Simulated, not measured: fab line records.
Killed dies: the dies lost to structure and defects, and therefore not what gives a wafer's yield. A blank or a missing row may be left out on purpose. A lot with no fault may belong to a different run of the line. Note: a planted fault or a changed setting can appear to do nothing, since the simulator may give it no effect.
Problem report in the 8D (eight disciplines) form, filled by code    flow n5 finfet    the parts of the form that need people (team, actions taken, sign-off) are left out

## 1. PROBLEM STATEMENT
At N5_PASSIVATION_PROBE_49, killed_at_M0_to_M3 averages 560 over 2 wafers from 2 lots, while fault-free wafers read 33, standard deviation 10. That is +53 standard deviations from the usual mean.
Earliest sighting: wafer L862.5 on prober-02 at day 17 07:34. Wafers with a number at this step in the record: 10, from 4 lots. Rule for "out", or "out of limits": more than 4 standard deviations from the usual mean. The rest of the wafers with a number are treated as sound.

## 2. WHAT IT IS, AND WHAT IT ISN'T
question                     is                                                                                                                                         is not
which readings at this step  killed_at_M0_to_M3, defect limited yield, killed dies, killed on rim, sort_bin_5_function, sort_bin_6_memory, sort n pass, sort yield pct  killed at contacts, killed at front end, killed at other, killed short
which lots                   L862, L864                                                                                                                                 L851, L866
which wafers of those lots   L862.5, L864.3                                                                                                                             L862.2, L862.4
read on which tools          prober-02                                                                                                                                  prober-01
when                         from day 17 07:34                                                                                                                          up to then (5 sound wafers); but 3 sound wafers of L866 came after

## 3. SUSPECTS, AND WHAT RULES EACH OUT
Counting: any tool at a process step up to the reading remains a suspect provided it ran every lot that is out. Sound lots after the first of them don't rule it out here, since some wafers of a struck lot are sound.
- pvd sputter-01 at N5_BEOL_M0_ANNEAL_133 (time 60 s): kept. It ran every lot that is out, first L862 (day 9 20:47).
- pvd sputter-01 at N5_BEOL_M0_ANNEAL_135 (time 60 s): kept. It ran every lot that is out, first L862 (day 9 20:54).
- ecd cu-02 at N5_BEOL_M0_ECD_118 (material Cu, target thk 300 nm): kept. Ran every lot that is out, first one L862 (day 9 21:04); last sound lot up to then L851 (day 6 23:04).
- prober-02 at N5_PASSIVATION_PROBE_49: kept. It ran every lot that is out, first L862 (day 17 07:25). Out on those wafers are its own readings of defect limited yield, killed_at_M0_to_M3, killed dies, killed on rim, sort_bin_5_function, sort_bin_6_memory, sort n pass, sort yield pct.
Left after counting: pvd sputter-01 at N5_BEOL_M0_ANNEAL_133, pvd sputter-01 at N5_BEOL_M0_ANNEAL_135, ecd cu-02 at N5_BEOL_M0_ECD_118, prober-02 at N5_PASSIVATION_PROBE_49.

## 4. THE CAUSE (what the simulator had put in)
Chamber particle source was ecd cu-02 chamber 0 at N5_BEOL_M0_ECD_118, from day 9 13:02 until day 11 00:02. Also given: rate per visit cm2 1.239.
This tool is one of the 4 suspects left after counting.

## 5. SEQUENCE OF EFFECTS, ordered by route
One row per reading whose mean, taken over the struck wafers that have a number, lies over 3 standard deviations from the usual. Only readings for which the record gives a usual standard deviation are gone through. hours: the time from each lot's start at the first step in this table that gives one to its start at this step, as a median over the lots. sigmas: the change in usual standard deviations.
hours  step                     reading               usual   on struck wafers  change  sigmas
0      N5_PASSIVATION_PROBE_49  defect limited yield  91.6 %  48.2              -43.4   -31
0      N5_PASSIVATION_PROBE_49  killed_at_M0_to_M3    33      560               +528    +53
0      N5_PASSIVATION_PROBE_49  killed dies           99      611               +512    +32
0      N5_PASSIVATION_PROBE_49  killed on rim         13      82                +68     +16
0      N5_PASSIVATION_PROBE_49  sort_bin_5_function   4.9 %   32.8              +27.9   +31
0      N5_PASSIVATION_PROBE_49  sort_bin_6_memory     3.1 %   15.2              +12.1   +18
0      N5_PASSIVATION_PROBE_49  sort n pass           1081    569               -512    -30
0      N5_PASSIVATION_PROBE_49  sort yield pct        91.6 %  48.2              -43.4   -31
Its process steps:
- N5_PASSIVATION_PROBE_49

## 6. WHAT WOULD HAVE CAUGHT IT SOONER
187 hours passed between the start of the fault at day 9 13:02 and the first reading out of limits in this record, taken at day 17 07:34.
By day 17 07:34, every lot that is out (2) had started N5_BEOL_M0_ECD_118 on ecd cu-02. None of them would have been spared by holding the tool at that moment.
